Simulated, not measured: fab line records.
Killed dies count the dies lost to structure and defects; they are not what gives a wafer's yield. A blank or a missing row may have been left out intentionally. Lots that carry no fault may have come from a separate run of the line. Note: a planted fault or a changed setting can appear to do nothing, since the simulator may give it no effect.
The tool behind it: which one? ; flow n5 finfet ; 24 lots, 72 wafers sampled, at 5 steps of a route of 1938

## WHAT EACH GAUGE READ, for each wafer
N5_BEOL_M2_CD_MEAS_35: target cd 18 nm, target cd y 22.2 nm. Usual: cd nm 18.1 nm, standard deviation 0.43.
lot;measured;on;cd nm (nm);flag
L076;day 7 00:46;cd sem-03;17.7 17.9 17.3;
L074;day 7 02:52;cd sem-03;17.8 18.5 17.5;
L075;day 7 04:10;cd sem-02;18.6 17.8 18.0;
L077;day 7 15:32;cd sem-03;17.6 18.5 17.3;
L078;day 7 18:53;cd sem-02;17.6 18.2 18.3;
L079;day 7 21:57;cd sem-03;18.4 18.4 18.3;
L080;day 8 10:50;cd sem-03;18.0 17.8 18.2;
L081;day 8 19:13;cd sem-01;18.4 17.8 18.6;
L082;day 8 20:17;cd sem-02;17.8 18.3 17.5;
L083;day 9 00:34;cd sem-03;18.2 18.4 18.5;
L084;day 9 01:43;cd sem-03;18.9 18.0 18.0;
L085;day 9 13:00;cd sem-03;17.7 18.3 18.2;
L086;day 9 21:20;cd sem-01;17.8 17.8 17.7;
L088;day 10 06:08;cd sem-02;17.9 18.0 18.0;
L087;day 10 10:45;cd sem-02;18.9 18.9 18.4;
L089;day 10 19:49;cd sem-02;18.5 17.8 18.7;
L090;day 11 01:21;cd sem-03;18.8 17.9 18.0;
L091;day 11 01:53;cd sem-01;17.7 18.6 18.1;
L092;day 11 15:56;cd sem-03;18.3 17.9 17.6;
L094;day 11 16:08;cd sem-03;17.6 18.7 18.5;
L093;day 11 16:10;cd sem-02;18.6 17.8 18.1;
L095;day 12 06:09;cd sem-01;18.0 18.1 17.8;
L096;day 12 11:55;cd sem-03;18.5 18.4 17.9;
L097;day 12 14:47;cd sem-03;17.3 17.7 17.8;

## WHAT TOOL EACH LOT RAN ON (gives the tool, then ch and the chambers of the sampled wafers, and finally the start)
lot;N5_BEOL_M2_DESCUM_16;N5_BEOL_M2_HM_OPEN_17;N5_BEOL_M2_ALD_98;N5_BEOL_M2_STRIP_36
L076;rie diel-01 ch 0,1,2, day 6 19:59;rie metal-01 ch 0,1, day 6 20:16;ald sin-04 ch 2,3, day 6 21:09;rie diel-05 ch 0,3, day 7 00:25
L074;rie diel-05 ch 0,1,2, day 7 00:56;rie metal-01 ch 0,1, day 7 01:11;ald sin-04 ch 0,1,2, day 7 02:11;rie diel-04 ch 0,1,2, day 7 02:31
L075;rie diel-04 ch 0,3, day 7 01:03;rie metal-02 ch 0,1, day 7 01:18;ald sin-04 ch 0,2,3, day 7 02:16;rie diel-04 ch 1,2, day 7 03:50
L077;rie diel-04 ch 1,2,3, day 7 09:04;rie metal-03 ch 0,1, day 7 09:19;ald sin-03 ch 0,1,2, day 7 10:26;rie diel-05 ch 0,1,3, day 7 15:11
L078;rie diel-04 ch 1,3, day 7 14:46;rie metal-02 ch 0,1, day 7 15:01;ald sin-03 ch 1,2,3, day 7 16:10;rie diel-04 ch 0,2, day 7 18:33
L079;rie diel-04 ch 1,3, day 7 15:29;rie metal-02 ch 0,1, day 7 15:44;ald sin-01 ch 0,1, day 7 16:34;rie diel-01 ch 0,1,2, day 7 21:35
L080;rie diel-01 ch 0,2,3, day 8 03:12;rie metal-01 ch 0,1, day 8 03:29;ald sin-01 ch 1,2, day 8 04:13;rie diel-01 ch 1,2, day 8 10:29
L081;rie diel-05 ch 0,1,2, day 8 09:13;rie metal-03 ch 0,1, day 8 09:30;ald sin-03 ch 0,1,2, day 8 10:14;rie diel-01 ch 1,3, day 8 18:52
L082;rie diel-01 ch 1,2,3, day 8 11:02;rie metal-02 ch 0,1, day 8 11:17;ald sin-01 ch 0,1,2, day 8 12:04;rie diel-04 ch 0,1,2, day 8 19:56
L083;rie diel-05 ch 1,2, day 8 15:39;rie metal-02 ch 0,1, day 8 15:55;ald sin-03 ch 1,2,3, day 8 17:10;rie diel-01 ch 0,1, day 9 00:14
L084;rie diel-04 ch 0,2,3, day 8 23:43;rie metal-01 ch 0,1, day 8 23:59;ald sin-03 ch 0,1,3, day 9 00:52;rie diel-01 ch 0,1,2, day 9 01:22
L085;rie diel-01 ch 0,1,2, day 9 11:16;rie metal-03 ch 0,1, day 9 11:32;ald sin-04 ch 1,2, day 9 12:18;rie diel-04 ch 0,2,3, day 9 12:39
L086;rie diel-04 ch 0,2,3, day 9 19:23;rie metal-01 ch 0,1, day 9 19:38;ald sin-04 ch 0,1,2, day 9 20:25;rie diel-05 ch 2,3, day 9 21:00
L088;rie diel-04 ch 1,3, day 10 02:52;rie metal-01 ch 0,1, day 10 03:07;ald sin-04 ch 0,3, day 10 04:01;rie diel-05 ch 0,2,3, day 10 05:47
L087;rie diel-05 ch 0,1,3, day 10 07:01;rie metal-02 ch 0,1, day 10 07:20;ald sin-03 ch 0,2,3, day 10 08:05;rie diel-01 ch 0,2,3, day 10 10:25
L089;rie diel-05 ch 1,3, day 10 16:47;rie metal-03 ch 0,1, day 10 17:02;ald sin-03 ch 1,2, day 10 17:59;rie diel-04 ch 1,2, day 10 19:29
L090;rie diel-01 ch 0,3, day 10 23:29;rie metal-02 ch 0, day 10 23:44;ald sin-01 ch 0,1, day 11 00:35;rie diel-05 ch 0,1,2, day 11 01:00
L091;rie diel-01 ch 0,1,2, day 10 23:43;rie metal-03 ch 0,1, day 10 23:58;ald sin-01 ch 1,2, day 11 00:59;rie diel-05 ch 1,2,3, day 11 01:32
L092;rie diel-05 ch 1,3, day 11 09:14;rie metal-03 ch 0,1, day 11 09:29;ald sin-04 ch 1,2, day 11 10:15;rie diel-04 ch 0,2, day 11 15:35
L094;rie diel-04 ch 0,2,3, day 11 09:47;rie metal-02 ch 0,1, day 11 10:02;ald sin-04 ch 0,1,2, day 11 10:48;rie diel-01 ch 1,2, day 11 15:47
L093;rie diel-04 ch 0,3, day 11 12:04;rie metal-02 ch 0,1, day 11 12:19;ald sin-03 ch 0,3, day 11 13:04;rie diel-05 ch 1,2,3, day 11 15:48
L095;rie diel-01 ch 1,2, day 11 15:20;rie metal-02 ch 0,1, day 11 15:37;ald sin-03 ch 0,3, day 11 16:27;rie diel-04 ch 0,1,2, day 12 05:49
L096;rie diel-05 ch 1,2,3, day 12 01:32;rie metal-02 ch 0,1, day 12 01:48;ald sin-03 ch 1,2, day 12 02:41;rie diel-04 ch 0,2,3, day 12 11:35
L097;rie diel-04 ch 0,1, day 12 10:35;rie metal-01 ch 0,1, day 12 10:52;ald sin-03 ch 1,2, day 12 12:19;rie diel-01 ch 0,1, day 12 14:26
- N5_BEOL_M2_DESCUM_16: chemistry O2, time 7 s.
- N5_BEOL_M2_HM_OPEN_17: chemistry Cl2/BCl3, target TiN, target depth 20 nm, overetch 6 nm.
- N5_BEOL_M2_ALD_98: deposits SiO2, target thk 2.5 nm, pulse time 1 s, co reactant pulse time 1 s.
- N5_BEOL_M2_STRIP_36: strips in N2/H2.

## AS READ BY THE TOOLS THEMSELVES (means over the sampled wafers that have a number; for cases with no such wafer, the mark the record gives instead)
N5_BEOL_M2_DESCUM_16. Usual: bias power w 20.00 W, standard deviation 0.059; drypump motor current A 5.5 A, standard deviation 0.37; oes product au 0.79 a.u., standard deviation 0.092; rf vpp V 243.0 V, standard deviation 1.5; showerhead plenum p Torr 2.08 Torr, standard deviation 0.086; throttle valve pct 20.39 %, standard deviation 0.29.
lot;tool;bias power w (W);drypump motor current A (A);oes product au (a.u.);rf vpp V (V);showerhead plenum p Torr (Torr);throttle valve pct (%);flag
L076;rie diel-01;20.10;5.5;0.86;242.8;2.09;20.34;
L074;rie diel-05;20.01;5.4;0.78;241.5;1.98;20.49;
L075;rie diel-04;20.00;5.7;0.67;244.0;2.15;20.42;
L077;rie diel-04;20.00;5.4;0.69;242.6;2.08;20.46;
L078;rie diel-04;19.98;5.3;0.68;242.7;2.08;20.41;
L079;rie diel-04;20.01;5.4;0.69;242.3;2.02;20.36;
L080;rie diel-01;19.94;5.8;0.83;242.9;2.12;20.46;
L081;rie diel-05;20.00;5.4;0.76;241.8;1.98;20.51;
L082;rie diel-01;20.00;5.5;0.76;244.2;2.14;20.60;
L083;rie diel-05;20.04;5.7;0.77;241.1;1.96;20.70;
L084;rie diel-04;20.00;5.6;0.86;244.6;2.14;20.21;
L085;rie diel-01;20.03;5.5;0.83;242.7;2.08;20.37;
L086;rie diel-04;20.05;5.6;0.82;243.5;2.13;20.23;
L088;rie diel-04;20.00;5.4;0.97;245.5;2.19;19.99;
L087;rie diel-05;19.98;5.2;0.72;242.3;2.05;20.36;
L089;rie diel-05;19.94;5.2;0.72;242.8;2.11;20.39;
L090;rie diel-01;19.99;6.0;0.82;242.4;2.07;20.29;
L091;rie diel-01;19.99;5.5;0.81;242.0;2.07;20.40;
L092;rie diel-05;19.96;5.2;0.72;243.1;2.10;20.40;
L094;rie diel-04;20.00;5.6;0.89;243.5;2.13;20.16;
L093;rie diel-04;20.06;5.7;0.87;244.0;2.13;20.09;
L095;rie diel-01;19.98;5.3;0.78;243.6;2.12;20.62;
L096;rie diel-05;19.99;5.4;0.72;242.3;2.03;20.57;
L097;rie diel-04;19.95;5.9;0.88;244.1;2.15;20.14;

N5_BEOL_M2_HM_OPEN_17. Usual: bcl3 flow sccm 21.75 sccm, standard deviation 0.071; drypump motor current A 5.8 A, standard deviation 0.44; mfc ar sccm 24.99 sccm, standard deviation 0.078; mfc cl2 sccm 53.24 sccm, standard deviation 0.15; oes product au 0.65 a.u., standard deviation 0.058; throttle valve pct 22.34 %, standard deviation 0.19.
lot;tool;bcl3 flow sccm (sccm);drypump motor current A (A);mfc ar sccm (sccm);mfc cl2 sccm (sccm);oes product au (a.u.);throttle valve pct (%);flag
L076;rie metal-01;21.77;5.1;24.93;53.20;0.68;22.07;
L074;rie metal-01;21.78;5.4;25.00;53.31;0.66;22.17;
L075;rie metal-02;21.65;6.1;25.02;53.18;0.64;22.51;
L077;rie metal-03;21.70;5.9;24.91;53.13;0.62;22.25;
L078;rie metal-02;21.74;6.0;24.93;53.31;0.64;22.50;
L079;rie metal-02;21.71;6.2;25.06;53.09;0.66;22.48;
L080;rie metal-01;21.84;5.1;24.99;53.39;0.68;22.07;
L081;rie metal-03;21.71;6.0;24.98;53.29;0.62;22.23;
L082;rie metal-02;21.76;6.2;25.00;53.34;0.66;22.47;
L083;rie metal-02;21.79;6.2;25.02;53.21;0.66;22.47;
L084;rie metal-01;21.73;5.4;25.00;53.33;0.66;22.18;
L085;rie metal-03;21.84;5.9;24.95;53.28;0.68;22.30;
L086;rie metal-01;21.70;5.4;25.00;53.26;0.65;22.18;
L088;rie metal-01;21.80;5.1;25.00;53.26;0.66;22.08;
L087;rie metal-02;21.76;6.1;24.93;53.16;0.62;22.53;
L089;rie metal-03;21.74;5.9;25.06;53.15;0.67;22.29;
L090;rie metal-02;21.71;6.0;25.00;53.20;0.61;22.57;
L091;rie metal-03;21.75;6.0;24.95;53.02;0.60;22.28;
L092;rie metal-03;21.77;5.9;24.97;53.16;0.67;22.29;
L094;rie metal-02;21.76;6.2;25.09;53.37;0.64;22.50;
L093;rie metal-02;21.62;6.1;24.93;53.24;0.64;22.50;
L095;rie metal-02;21.79;6.1;24.99;53.18;0.64;22.50;
L096;rie metal-02;21.75;6.2;24.95;53.21;0.64;22.50;
L097;rie metal-01;21.73;5.4;24.94;53.20;0.64;22.20;

N5_BEOL_M2_ALD_98. Usual: heater power w 81 W, standard deviation 8; precursor pulse height rel 0.999, standard deviation 0.021.
lot;tool;heater power w (W);precursor pulse height rel;flag
L076;ald sin-04;86;1.004;
L074;ald sin-04;86;1.021;
L075;ald sin-04;91;1.010;
L077;ald sin-03;79;1.006;
L078;ald sin-03;77;0.988;
L079;ald sin-01;94;1.000;
L080;ald sin-01;76;0.990;
L081;ald sin-03;78;1.008;
L082;ald sin-01;83;1.013;
L083;ald sin-03;78;0.992;
L084;ald sin-03;76;0.993;
L085;ald sin-04;81;1.004;
L086;ald sin-04;83;0.984;
L088;ald sin-04;91;1.006;
L087;ald sin-03;77;1.002;
L089;ald sin-03;80;1.020;
L090;ald sin-01;85;0.993;
L091;ald sin-01;73;0.994;
L092;ald sin-04;80;0.999;
L094;ald sin-04;86;1.008;
L093;ald sin-03;76;0.995;
L095;ald sin-03;77;1.008;
L096;ald sin-03;79;0.978;
L097;ald sin-03;78;1.002;

N5_BEOL_M2_STRIP_36. Usual: bias power w 7.001 W, standard deviation 0.02; drypump motor current A 5.5 A, standard deviation 0.37; oes product au 0.79 a.u., standard deviation 0.091; rf vpp V 59.2 V, standard deviation 1.5; showerhead plenum p Torr 2.53 Torr, standard deviation 0.093; throttle valve pct 23.6 %, standard deviation 0.3.
lot;tool;bias power w (W);drypump motor current A (A);oes product au (a.u.);rf vpp V (V);showerhead plenum p Torr (Torr);throttle valve pct (%);flag
L076;rie diel-05;7.008;4.9;0.72;58.9;2.50;23.6;
L074;rie diel-04;7.007;5.8;0.69;58.8;2.53;23.6;
L075;rie diel-04;7.023;5.6;0.70;59.2;2.47;23.7;
L077;rie diel-05;6.987;5.1;0.74;57.9;2.51;23.5;
L078;rie diel-04;6.990;5.8;0.79;60.1;2.59;23.5;
L079;rie diel-01;7.004;5.5;0.85;59.0;2.52;23.5;
L080;rie diel-01;7.016;5.3;0.82;58.2;2.55;23.4;
L081;rie diel-01;7.000;5.7;0.72;60.8;2.60;23.8;
L082;rie diel-04;6.988;5.8;0.77;60.1;2.52;23.6;
L083;rie diel-01;6.985;5.5;0.81;58.7;2.51;23.6;
L084;rie diel-01;7.010;5.5;0.84;59.7;2.52;23.5;
L085;rie diel-04;7.004;5.6;0.84;58.0;2.59;23.4;
L086;rie diel-05;6.983;5.5;0.74;59.6;2.43;24.0;
L088;rie diel-05;6.983;5.2;0.71;58.2;2.46;23.8;
L087;rie diel-01;7.014;5.8;0.80;58.6;2.54;23.5;
L089;rie diel-04;7.007;5.6;0.96;60.7;2.62;23.6;
L090;rie diel-05;6.986;5.4;0.75;58.5;2.41;23.9;
L091;rie diel-05;6.998;5.4;0.74;60.3;2.46;23.7;
L092;rie diel-04;7.006;5.8;0.90;60.6;2.57;23.5;
L094;rie diel-01;7.000;5.3;0.76;59.1;2.53;23.6;
L093;rie diel-05;7.003;5.4;0.74;59.3;2.46;23.7;
L095;rie diel-04;6.995;5.8;0.90;60.2;2.62;23.5;
L096;rie diel-04;7.011;5.6;0.87;58.6;2.58;23.3;
L097;rie diel-01;6.998;5.7;0.83;59.6;2.47;23.6;

## THE ANSWER, worked out from the rows above alone
Rule: lot off if the mean of its wafers having a number is beyond 3 standard deviations from the usual mean. A lot without any number at a reading at which 4 lots or more have one is off too. Any other lot the step has rows for is counted as sound. After the gauges, taken in route order, come the tools' own readings; for these a lot's mean is taken, as printed above. At the first step where some lot is off, the reading lying furthest off is the one used; lots without a number count as furthest.
No lot is off at any reading shown: from this, nothing can be told.

## WHAT THE SIMULATOR HAD INSERTED
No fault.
